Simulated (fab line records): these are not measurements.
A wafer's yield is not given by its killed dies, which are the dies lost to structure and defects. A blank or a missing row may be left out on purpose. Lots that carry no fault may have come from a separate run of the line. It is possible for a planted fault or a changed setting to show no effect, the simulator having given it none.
fab line records	flow n5Finfet
record lots=6	wafers=16	lastDay=16
route steps=1938 shown GATE_CUT@511 MOL_CONTACT_COAG@517 PASSIVATION@1936
lots untouched by any fault: they come from a run of this same line in which no faults occurred
startH: the number of hours between the record's first day and the start of the first shown wafer of the lot	waitH: time in hours since the lot's previous step	" unchanged from the row above	L1.1+2: a single row standing in for several wafers	- either no value or no given start	* or withheld: withheld	< > ~ a bound
route shown NAME@n: names a module that has steps shown in the file, with the first one's number in the route	usual: mean and standard deviation over wafers with no fault	same: alike in all rows	chamber/n: place in a boat	sites: readings site by site	_std_site: their standard deviation	_edge_site: the outer-site mean with the inner-site mean subtracted	radiusMm: for every site, how far away it sits from the centre of the wafer	mask NAME#n: copy n	behind: the most recent tool/chamber to have shaped the wafer	hold: cause of the lot's hold/its duration in hours/its outcome	device: the transistor (n, p or np) that didn't switch	end of line: tests run on the same wafers once the route is complete	step lacking rows: just its recipe	killed: dies lost to structure and defects at the first sort, not the wafer's yield	map: the dies of a wafer, with x for killed, . for not killed, _ for no die there
set.NAME: setting as actually run; set.NAME@STEP: the setting as run at that earlier step	model.NAME: the simulator's own value behind a step, which no gauge read
lots seen at some steps along the route; tables by step, rows by wafer
services: the hour from which a tool's chamber was out of use, counted from the record's first day as startH (under 0 if before that day), plus the number of hours and why
## steps
# step N5_GATE_CUT_CMP_23
# recipe stopOn=SiO2	tOverpolishS=23.4	postCmpClean=alkalineBrush	downForcePsi=2.5	platenRpm=51.8	padVelocityMS=1.0307	targetThkNm=16
# step N5_GATE_CUT_THK_MEAS_24
# recipe reads=SiO2_of_GATE_CUT_HM_DEP_46+SiO2_flowable_of_ILD0_FCVD_FILL_01
# usual GC_FILL_THK=219.9/2.2
lot.wafer	tool	chamber	startH	waitH	GC_FILL_THK[nm]
L831.1	filmMetro-01	-	92.94	-	220.1
L831.2	"	-	"	"	215.0
L831.3	"	-	"	"	219.7
L836.2	filmMetro-01	-	121.36	-	222.9
L836.6	"	-	"	"	218.1
L837.3	filmMetro-02	-	129.69	-	214.8
L837.5	"	-	"	"	220.8
L842.1	filmMetro-01	-	156.85	-	220.1
L842.4	"	-	"	"	218.2
L842.5	"	-	"	"	221.2
L851.1	filmMetro-02	-	212.59	-	219.2
L851.3	"	-	"	"	218.7
L851.4	"	-	"	"	220.0
L852.1	filmMetro-01	-	220.77	-	216.7
L852.2	"	-	"	"	218.0
L852.3	"	-	"	"	220.2
# step N5_GATE_CUT_CMP_43
# recipe material=SiO2	postCmpClean=rinseOnly
# usual motorCurrentA=11.8/1.2
lot.wafer	tool	chamber	startH	waitH	motorCurrentA
L831.2	cmp-02	2	93.05	0.1	12.6
L831.3	"	3	"	"	9.9
L831.1	"	0	"	"	10.5
L836.2	cmp-01	3	121.39	0.0	11.9
L836.6	"	0	"	"	12.8
L837.3	cmp-01	2	129.80	0.1	10.5
L837.5	"	2	"	"	10.9
L842.1	cmp-03	3	156.96	0.1	14.2
L842.4	"	0	"	"	14.0
L842.5	"	3	"	"	13.9
L851.1	cmp-03	0	212.62	0.0	13.6
L851.3	"	2	"	"	13.5
L851.4	"	3	"	"	13.8
L852.2	cmp-03	2	220.80	0.0	13.1
L852.1	"	3	"	"	14.5
L852.3	"	0	"	"	13.1
# step N5_GATE_CUT_CMP_61
# recipe stopOn=SiNx	tOverpolishS=3	postCmpClean=alkalineBrush	downForcePsi=4	platenRpm=27.09	padVelocityMS=0.539
# usual motorCurrentA=11.7/1.2
# same tOverpolishS=3
lot.wafer	tool	chamber	startH	waitH	motorCurrentA
L831.2	cmp-02	2	93.48	0.3	12.0
L831.3	"	3	"	"	9.9
L831.1	"	0	"	"	10.9
L836.2	cmp-01	3	121.87	0.4	12.4
L836.6	"	0	"	"	12.3
L837.3	cmp-01	2	130.23	0.3	10.6
L837.5	"	2	"	"	10.7
L842.1	cmp-03	3	157.39	0.3	14.1
L842.4	"	0	"	"	13.0
L842.5	"	3	"	"	13.3
L851.1	cmp-03	0	213.10	0.4	14.4
L851.3	"	2	"	"	13.5
L851.4	"	3	"	"	14.3
L852.2	cmp-03	2	221.28	0.4	13.4
L852.1	"	3	"	"	14.1
L852.3	"	0	"	"	13.6
# step N5_GATE_CUT_INSPECT_26
# recipe inspectInstrument=darkfield	mode=postCmp
# usual rawDefectCount=38/16
lot.wafer	tool	chamber	startH	waitH	rawDefectCount
L831.1	defectInspect-02	-	93.68	0.0	55
L831.2	"	-	"	"	42
L831.3	"	-	"	"	18
L836.2	defectInspect-01	-	122.10	0.0	17
L836.6	"	-	"	"	15
L837.3	defectInspect-01	-	130.43	0.0	28
L837.5	"	-	"	"	19
L842.1	defectInspect-02	-	157.59	0.0	44
L842.4	"	-	"	"	70
L842.5	"	-	"	"	37
L851.1	defectInspect-02	-	213.34	0.0	31
L851.3	"	-	"	"	34
L851.4	"	-	"	"	44
L852.1	defectInspect-01	-	221.51	0.0	44
L852.2	"	-	"	"	19
L852.3	"	-	"	"	35
# step N5_MOL_CONTACT_COAG_COAT_103
# recipe resist=SOC	tempC=250	timeS=60	spinRpm=1500	resistThkNm=80
# step N5_MOL_CONTACT_COAG_COAT_104
# recipe resist=SiARC	tempC=220	timeS=60	spinRpm=1500	resistThkNm=12
# step N5_MOL_CONTACT_COAG_COAT_58
# recipe resist=underlayer	tempC=205	timeS=60	spinRpm=1500	resistThkNm=10
# step N5_MOL_CONTACT_COAG_COAT_02
# recipe resist=CAR-EUV	spinRpm=1500	resistThkNm=30
# step N5_MOL_CONTACT_COAG_EBR_04
# recipe solvent=PGMEA	ebrWidthMm=1.5
# step N5_MOL_CONTACT_COAG_SOFTBAKE_03
# recipe tempC=110	timeS=60	resist=CAR-EUV
# step N5_MOL_CONTACT_COAG_EXPOSE_05
# recipe maskId=CA	na=0.33	sourceShape=annular	sigmaInner=0.4	sigmaOuter=0.8	polarization=unpolarized	defocusNm=0	doseMj=38.25
# usual exposureDoseMJCm2=38.15/0.038
lot.wafer	tool	chamber	startH	waitH	mask	exposureDoseMJCm2
L831.1	euvScanner-01	0	93.85	-	CA#0	38.24
L831.2	"	0	"	"	CA#0	38.19
L831.3	"	0	"	"	CA#0	38.18
L836.2	euvScanner-01	0	122.40	-	CA#0	38.12
L836.6	"	0	"	"	CA#0	38.17
L837.3	euvScanner-01	0	130.61	-	CA#0	38.16
L837.5	"	0	"	"	CA#0	38.15
L842.1	euvScanner-01	0	157.89	-	CA#0	38.15
L842.4	"	0	"	"	CA#0	38.19
L842.5	"	0	"	"	CA#0	38.10
L851.1	euvScanner-01	0	213.50	-	CA#0	39.84
L851.3	"	0	"	"	CA#0	39.80
L851.4	"	0	"	"	CA#0	39.80
L852.1	euvScanner-01	0	221.67	-	CA#0	39.51
L852.2	"	0	"	"	CA#0	39.55
L852.3	"	0	"	"	CA#0	39.53
# step N5_MOL_CONTACT_COAG_PEB_06
# recipe pebTempC=100	pebTimeS=60	resist=CAR-EUV
# step N5_MOL_CONTACT_COAG_DEVELOP_07
# recipe developTimeS=30	developer=TMAH	resist=CAR-EUV	rinseLiquid=surfactantRinse	dry=airSpin	devTempC=23
# step N5_MOL_CONTACT_COAG_CD_MEAS_08
# recipe targetCdNm=28	landingEnergyEv=500	detector=seInlens	polarity=opening
# usual cdNm=27.95/0.3
lot.wafer	tool	chamber	startH	waitH	cdNm
L831.1	cdSem-03	0	93.98	-	27.73
L831.2	"	0	"	"	27.78
L831.3	"	0	"	"	27.90
L836.2	cdSem-03	0	122.52	-	28.45
L836.6	"	0	"	"	27.84
L837.3	cdSem-01	0	130.73	-	27.77
L837.5	"	0	"	"	27.47
L842.1	cdSem-03	0	158.02	-	27.20
L842.4	"	0	"	"	27.81
L842.5	"	0	"	"	27.58
L851.1	cdSem-02	0	213.63	-	28.75
L851.3	"	0	"	"	28.57
L851.4	"	0	"	"	28.43
L852.1	cdSem-03	0	221.80	-	29.24
L852.2	"	0	"	"	29.00
L852.3	"	0	"	"	28.39
# step N5_MOL_CONTACT_COAG_OVL_MEAS_09
# recipe pointsPerWafer=522
# usual CA_OVL=0.2/0.59
lot.wafer	tool	chamber	startH	waitH	CA_OVL[nm]
L831.1	overlay-02	0	94.01	0.0	1.5
L831.2	"	0	"	"	1.5
L831.3	"	0	"	"	0.7
L836.2	overlay-02	0	122.56	0.0	-0.5
L836.6	"	0	"	"	-0.2
L837.3	overlay-01	0	130.77	0.0	0.3
L837.5	"	0	"	"	0.1
L842.1	overlay-01	0	158.05	0.0	-0.3
L842.4	"	0	"	"	1.0
L842.5	"	0	"	"	0.6
L851.1	overlay-02	0	213.66	0.0	0.4
L851.3	"	0	"	"	0.0
L851.4	"	0	"	"	0.1
L852.1	overlay-02	0	221.83	0.0	-1.1
L852.2	"	0	"	"	-0.1
L852.3	"	0	"	"	-0.2
# step N5_MOL_CONTACT_COAG_INSPECT_10
# recipe mode=adi	inspectInstrument=brightfield
# usual rawDefectCount=66/23
lot.wafer	tool	chamber	startH	waitH	rawDefectCount
L831.1	defectInspect-02	-	94.07	0.1	94
L831.2	"	-	"	"	59
L831.3	"	-	"	"	42
L836.2	defectInspect-02	-	122.61	0.0	43
L836.6	"	-	"	"	20
L837.3	defectInspect-02	-	130.82	0.0	55
L837.5	"	-	"	"	47
L842.1	defectInspect-02	-	158.10	0.1	73
L842.4	"	-	"	"	110
L842.5	"	-	"	"	83
L851.1	defectInspect-01	-	213.72	0.1	50
L851.3	"	-	"	"	72
L851.4	"	-	"	"	81
L852.1	defectInspect-01	-	221.89	0.1	88
L852.2	"	-	"	"	37
L852.3	"	-	"	"	63
# step N5_MOL_CONTACT_COAG_DESCUM_13
# recipe chemistry=O2	timeS=7	sourcePowerW=50	biasPowerW=20	pressureMtorr=20	rfFrequencyHz=2.712e+07	tempC=40	resist=CAR-EUV	o2FlowSccm=225
# step N5_MOL_CONTACT_COAG_ETCH_59
# recipe chemistry=N2/H2	target=underlayer	targetDepthA=130	maskMaterial=CAR-EUV	timeS=10.4	ionEnergyEv=200	pressureMtorr=30	sourceW=840	biasW=150	n2FlowSccm=200	h2FlowSccm=200	ends=cleared
# usual drypumpMotorCurrentA=5.7/0.4	etchRfOnTimeS=10.46/0.24	oesProductAu=0.70/0.07	rfVppV=523.6/2	showerheadPlenumPTorr=2.54/0.062	throttleValvePct=17.9/0.31
lot.wafer	tool	chamber	startH	waitH	drypumpMotorCurrentA	etchRfOnTimeS	oesProductAu	rfHoursCounterH	rfVppV	showerheadPlenumPTorr	throttleValvePct	model.MOL_CONTACT_COAG.cdOffsetNm
L831.1	rieDiel-01	2	94.13	0.0	5.3	10.24	0.67	106	528.1	2.67	17.9	0
L831.2	"	0	"	"	6.3	10.25	0.70	110	523.3	2.59	18.0	-0.2
L831.3	"	3	"	"	6.0	10.44	0.72	66	526.1	2.57	17.8	-0.2
L836.2	rieDiel-01	1	122.73	0.0	5.8	10.47	0.60	205	522.3	2.53	18.6	0
L836.6	"	3	"	"	6.0	10.35	0.72	-	525.2	2.57	17.9	-0.2
L837.3	rieDiel-01	3	131.31	0.0	6.0	10.50	0.70	80	524.8	2.57	17.9	-0.4
L837.5	"	2	"	"	5.3	10.40	0.65	-	526.6	2.67	18.0	-0.4
L842.1	rieDiel-04	2	158.41	0.0	5.4	10.24	0.80	12	522.4	2.52	17.7	-0.6
L842.4	"	1	"	"	5.4	10.47	0.74	45	525.9	2.60	17.8	0
L842.5	"	1	"	"	5.4	10.38	0.74	-	524.9	2.60	17.8	-0.2
L851.1	rieDiel-05	0	213.87	0.0	5.1	10.11	0.73	75	521.0	2.47	17.8	0.6
L851.3	"	3	"	"	5.0	10.57	0.77	35	522.0	2.48	17.7	1.2
L851.4	"	1	"	"	5.8	10.51	0.73	64	523.2	2.44	17.6	0.6
L852.1	rieDiel-04	0	221.97	0.0	5.9	10.81	0.64	140	521.8	2.47	18.0	0.8
L852.2	"	1	"	"	5.4	10.46	0.71	68	525.9	2.59	17.9	1
L852.3	"	3	"	"	6.0	10.14	0.78	39	522.1	2.47	17.5	1
# step N5_MOL_CONTACT_COAG_ETCH_105
# recipe chemistry=CF4	target=SiARC	targetDepthA=156	maskMaterial=CAR-EUV	timeS=26	ionEnergyEv=80	pressureMtorr=40	sourceW=545	biasW=36	Ar_flow_sccm=100	cf4FlowSccm=100	ends=cleared
# usual drypumpMotorCurrentA=5.7/0.4	etchRfOnTimeS=26.1/0.63	oesProductAu=0.70/0.071	rfVppV=183.9/1	showerheadPlenumPTorr=2.14/0.054	throttleValvePct=15.63/0.24
lot.wafer	tool	chamber	startH	waitH	drypumpMotorCurrentA	etchRfOnTimeS	oesProductAu	rfHoursCounterH	rfVppV	showerheadPlenumPTorr	throttleValvePct
L831.1	rieDiel-01	2	94.15	0.0	5.3	25.5	0.68	106	184.7	2.24	15.64
L831.2	"	0	"	"	6.3	25.8	0.69	110	184.9	2.19	15.70
L831.3	"	3	"	"	6.0	26.5	0.72	66	185.5	2.19	15.72
L836.2	rieDiel-01	1	122.75	0.0	5.7	27.0	0.59	205	185.0	2.10	16.11
L836.6	"	3	"	"	6.0	26.5	0.70	-	183.8	2.18	15.75
L837.3	rieDiel-01	3	131.33	0.0	6.0	26.0	0.70	80	184.6	2.18	15.76
L837.5	"	2	"	"	5.3	25.4	0.67	-	184.9	2.24	15.68
L842.1	rieDiel-04	2	158.43	0.0	5.4	26.0	0.80	12	183.2	2.09	15.26
L842.4	"	1	"	"	5.4	26.0	0.74	45	185.1	2.18	15.57
L842.5	"	1	"	"	5.4	25.9	0.74	-	185.2	2.18	15.60
L851.1	rieDiel-05	0	213.89	0.0	5.1	25.6	0.71	75	183.2	2.10	15.52
L851.3	"	3	"	"	5.0	26.3	0.77	35	184.3	2.12	15.56
L851.4	"	1	"	"	5.8	26.3	0.71	64	185.0	2.08	15.52
L852.1	rieDiel-04	0	221.99	0.0	5.9	26.6	0.65	140	183.3	2.05	15.53
L852.2	"	1	"	"	5.4	25.9	0.71	68	184.1	2.17	15.63
L852.3	"	3	"	"	6.0	25.2	0.78	39	183.9	2.10	15.35
# step N5_MOL_CONTACT_COAG_ETCH_106
# recipe chemistry=N2/H2	target=SOC	targetDepthA=800	overetchA=160	maskMaterial=SiARC	tempC=40	timeS=120	ionEnergyEv=200	pressureMtorr=30	sourceW=840	biasW=150	n2FlowSccm=200	h2FlowSccm=200
# step N5_MOL_CONTACT_COAG_STRIP_107
# recipe chemistry=N2/H2	tempC=40	n2FlowSccm=200	h2FlowSccm=200	rfFrequencyHz=6e+07
# step N5_MOL_CONTACT_COAG_STRIP_108
# recipe chemistry=N2/H2	tempC=40	n2FlowSccm=200	h2FlowSccm=200	rfFrequencyHz=6e+07
# step N5_MOL_CONTACT_COAG_CONTACT_ETCH_14
# recipe chemistry=C4F6/O2	target=SiO2	targetDepthA=275	overetchA=85	maskMaterial=SOC	pressureMtorr=30	sourceW=370	biasW=185	Ar_flow_sccm=300	C4F6_flow_sccm=16	O2_flow_sccm=10	timeS=20	ionEnergyEv=259.6
# usual drypumpMotorCurrentA=5.7/0.4	oesProductAu=0.70/0.065	rfVppV=692.4/2.3	showerheadPlenumPTorr=2.88/0.082	throttleValvePct=21.38/0.28
lot.wafer	tool	chamber	startH	waitH	drypumpMotorCurrentA	oesProductAu	rfHoursCounterH	rfVppV	showerheadPlenumPTorr	throttleValvePct
L831.1	rieDiel-01	2	94.28	0.0	5.3	0.67	106	697.8	3.05	21.51
L831.2	"	0	"	"	6.3	0.70	110	692.6	2.94	21.41
L831.3	"	3	"	"	6.0	0.72	67	693.6	2.96	21.57
L836.2	rieDiel-01	1	122.88	0.0	5.8	0.61	205	692.4	2.85	21.89
L836.6	"	3	"	"	6.0	0.70	-	694.2	2.95	21.60
L837.3	rieDiel-01	3	131.46	0.0	6.0	0.70	80	693.6	2.95	21.59
L837.5	"	2	"	"	5.3	0.66	-	696.7	3.04	21.54
L842.1	rieDiel-04	2	158.56	0.0	5.4	0.80	12	689.9	2.83	21.02
L842.4	"	1	"	"	5.5	0.74	45	695.0	2.96	21.44
L842.5	"	1	"	"	5.4	0.73	-	694.1	2.96	21.44
L851.1	rieDiel-05	0	214.02	0.0	5.1	0.71	75	690.4	2.84	21.37
L851.3	"	3	"	"	5.0	0.77	35	690.2	2.85	21.32
L851.4	"	1	"	"	5.8	0.71	64	689.8	2.80	21.25
L852.1	rieDiel-04	0	222.12	0.0	5.9	0.66	140	690.8	2.75	21.09
L852.2	"	1	"	"	5.4	0.70	68	694.6	2.95	21.45
L852.3	"	3	"	"	6.0	0.76	39	692.3	2.82	21.04
# step N5_MOL_CONTACT_COAG_STRIP_109
# recipe chemistry=C4F6/O2	resist=SiARC	rfFrequencyHz=6e+07
# step N5_MOL_CONTACT_COAG_ETCH_15
# recipe chemistry=CH3F/O2	target=SiNx	targetDepthA=70	maskMaterial=SOC	stopOn=Si:P	overEtchFrac=0.75	ionEnergyEv=120	pressureMtorr=30	sourceW=395	biasW=73	Ar_flow_sccm=150	CH3F_flow_sccm=30	O2_flow_sccm=20
# usual drypumpMotorCurrentA=5.7/0.4	oesProductAu=0.60/0.056	rfVppV=296/10	showerheadPlenumPTorr=2.00/0.058	throttleValvePct=16.40/0.27
lot.wafer	tool	chamber	startH	waitH	drypumpMotorCurrentA	oesProductAu	rfHoursCounterH	rfVppV	showerheadPlenumPTorr	throttleValvePct
L831.1	rieDiel-01	2	94.32	0.0	5.3	0.57	106	280	2.12	16.51
L831.2	"	0	"	"	6.3	0.59	110	305	2.03	16.37
L831.3	"	3	"	"	6.0	0.61	67	304	2.05	16.47
L836.2	rieDiel-01	1	122.91	0.0	5.8	0.52	205	302	1.98	16.92
L836.6	"	3	"	"	6.0	0.61	-	305	2.04	16.49
L837.3	rieDiel-01	3	131.49	0.0	6.0	0.60	80	305	2.04	16.50
L837.5	"	2	"	"	5.3	0.56	-	282	2.12	16.53
L842.1	rieDiel-04	2	158.60	0.0	5.4	0.69	12	302	1.97	16.07
L842.4	"	1	"	"	5.5	0.62	45	280	2.06	16.42
L842.5	"	1	"	"	5.5	0.63	-	280	2.06	16.43
L851.1	rieDiel-05	0	214.05	0.0	5.1	0.61	75	297	1.97	16.31
L851.3	"	3	"	"	5.0	0.66	35	296	1.97	16.26
L851.4	"	1	"	"	5.8	0.61	64	306	1.95	16.32
L852.1	rieDiel-04	0	222.16	0.0	5.9	0.56	140	287	1.91	16.23
L852.2	"	1	"	"	5.4	0.60	68	279	2.05	16.49
L852.3	"	3	"	"	6.0	0.66	39	306	1.95	16.04
# step N5_MOL_CONTACT_COAG_ETCH_110
# recipe chemistry=CF4/O2	target=Si	targetDepthA=25	timeS=8	pressureMtorr=100	sourceW=200	biasW=12	ionEnergyEv=60	Ar_flow_sccm=100	cf4FlowSccm=100	O2_flow_sccm=10
# usual drypumpMotorCurrentA=5.7/0.4	oesProductAu=0.82/0.085	rfVppV=127/5	showerheadPlenumPTorr=2.22/0.055	throttleValvePct=10.73/0.27
lot.wafer	tool	chamber	startH	waitH	drypumpMotorCurrentA	oesProductAu	rfHoursCounterH	rfVppV	showerheadPlenumPTorr	throttleValvePct	model.MOL_CONTACT_COAG.cdOffsetNm
L831.1	rieDiel-01	2	94.38	0.0	5.3	0.79	106	120	2.33	10.77	0.4
L831.2	"	0	"	"	6.3	0.82	110	132	2.27	10.80	-0.2
L831.3	"	3	"	"	6.0	0.83	67	131	2.27	10.75	0.2
L836.2	rieDiel-01	1	122.97	0.0	5.7	0.69	205	127	2.19	11.25	0.4
L836.6	"	3	"	"	6.0	0.82	-	131	2.27	10.78	-0.2
L837.3	rieDiel-01	3	131.55	0.0	6.0	0.82	80	132	2.27	10.78	-0.4
L837.5	"	2	"	"	5.3	0.77	-	119	2.32	10.80	0
L842.1	rieDiel-04	2	158.66	0.0	5.4	0.94	12	129	2.18	10.35	0
L842.4	"	1	"	"	5.4	0.86	45	121	2.26	10.65	0
L842.5	"	1	"	"	5.4	0.86	-	119	2.26	10.66	-0.2
L851.1	rieDiel-05	0	214.11	0.0	5.1	0.84	75	128	2.18	10.56	0.6
L851.3	"	3	"	"	4.9	0.90	35	128	2.20	10.58	1
L851.4	"	1	"	"	5.8	0.84	64	133	2.16	10.62	0.4
L852.1	rieDiel-04	0	222.22	0.0	5.9	0.76	140	123	2.13	10.72	0.4
L852.2	"	1	"	"	5.4	0.84	68	120	2.25	10.73	0.8
L852.3	"	3	"	"	6.0	0.91	39	132	2.18	10.41	1.4
# step N5_MOL_CONTACT_COAG_STRIP_98
# recipe chemistry=N2/H2	powerW=500	tempC=40	pressureMtorr=50	rfFrequencyHz=6e+07	overashFraction=0.3	biasPowerW=8	h2Frac=0.5	n2FlowSccm=300	h2FlowSccm=300
# step N5_PASSIVATION_PROBE_49
# usual killed_at_M0_to_M3=32/9.3	killed_at_M4_up=14/4.9	killedAtContacts=15/7.5	killedAtFrontEnd=40/11	killedAtOther=4/3.3	killedDies=104/17	killedOpen=68/14	killedShort=33/7.9
# same grossDies=1180	killedAtBackSide=0
lot.wafer	tool	chamber	startH	waitH	killed_at_M0_to_M3	killed_at_M4_up	killedAtContacts	killedAtFrontEnd	killedAtOther	killedDies	killedOpen	killedShort
L852.1	prober-01	-	393.53	0.0	34	13	4	24	1	76	56	20
# killed by level:class
L852.1 BEOL_M1:geometricParticle:open=7 BEOL_M2:geometricParticle:open=7 BEOL_M4:geometricParticle:open=6 STI_FIN_REVEAL:geometricParticle:open=6 MOL_CONTACT_COAG:geometricParticle:open=4 BEOL_M0_SAQP:geometricParticle:open=4 BEOL_M0:geometricParticle:open=4 BEOL_M5:geometricParticle:open=4
## services
tool	chamber	startH	hours	kind
cmp-01	-	77.63	3.9	repair
cmp-03	-	84.39	5.3	pm
rieDiel-04	0	87.45	6.6	repair
cmp-01	-	91.16	17.3	pm
rieDiel-04	3	94.41	-	clean
rieDiel-04	3	94.41	-	consumableReplace:focusRing
rieDiel-04	2	108.99	-	clean
rieDiel-04	2	108.99	-	consumableReplace:focusRing
rieDiel-04	2	108.99	10.1	scheduledDown
rieDiel-04	2	108.99	10.1	ventCycle
euvScanner-01	-	117.46	1.0	pm
cmp-03	-	128.69	10.4	pm
cmp-02	-	132.10	4.0	pm
cmp-01	-	141.81	1.9	repair
rieDiel-04	-	148.85	0.1	repair
cmp-03	-	165.98	4.6	repair
rieDiel-04	2	172.28	4.3	repair
euvScanner-01	-	173.61	1.0	pm
rieDiel-05	0	185.05	3.2	repair
cmp-01	-	187.15	1.7	repair
rieDiel-04	-	190.71	1.6	repair
cmp-03	-	195.14	4.0	pm
cmp-01	-	207.58	2.0	repair
euvScanner-01	-	214.02	4.6	pm
## key
firstSign step=N5_MOL_CONTACT_COAG_EXPOSE_05	reading=exposureDoseMJCm2	direction=up	sigmas=40	usual=38.15	struck=39.67
effect step=N5_MOL_CONTACT_COAG_CD_MEAS_08	reading=cdNm	direction=up	sigmas=2.6	usual=27.95	struck=28.73	through=controlLoop
modelEffect step=N5_MOL_CONTACT_COAG_ETCH_59	value=MOL_CONTACT_COAG.cdOffsetNm	without=-0.03333	struck=0.8667
modelEffect step=N5_MOL_CONTACT_COAG_ETCH_110	value=MOL_CONTACT_COAG.cdOffsetNm	without=9.252e-18	struck=0.7667
metAt N5_MOL_CONTACT_COAG_EXPOSE_05
struckWafers L851.1,L851.3,L851.4,L852.1,L852.2,L852.3
testerLeftOut L851,L852
loopTrim step=N5_MOL_CONTACT_COAG_EXPOSE_05	setting=dose	lots=L852
onsetBetween 157.89 213.50
fault kind=processParameterDrift	tool=euvScanner-01	chamber=-	onsetH=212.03	steps=N5_MOL_CONTACT_COAG_EXPOSE_05	channel=doseMj	offset=1.7004	shape=step	actsIn=theseRecipesOnly	stated=38.25
# testerLeftOut: of these lots the tester's yield and bins aren't shown, on N5 and GAA mostly nor the transistor test; their killed dies are dies lost to structure and defects alone, not to doping, threshold or leakage, so they don't give the yield
# loopTrim: a control loop set the setting to another value than it would have without faults
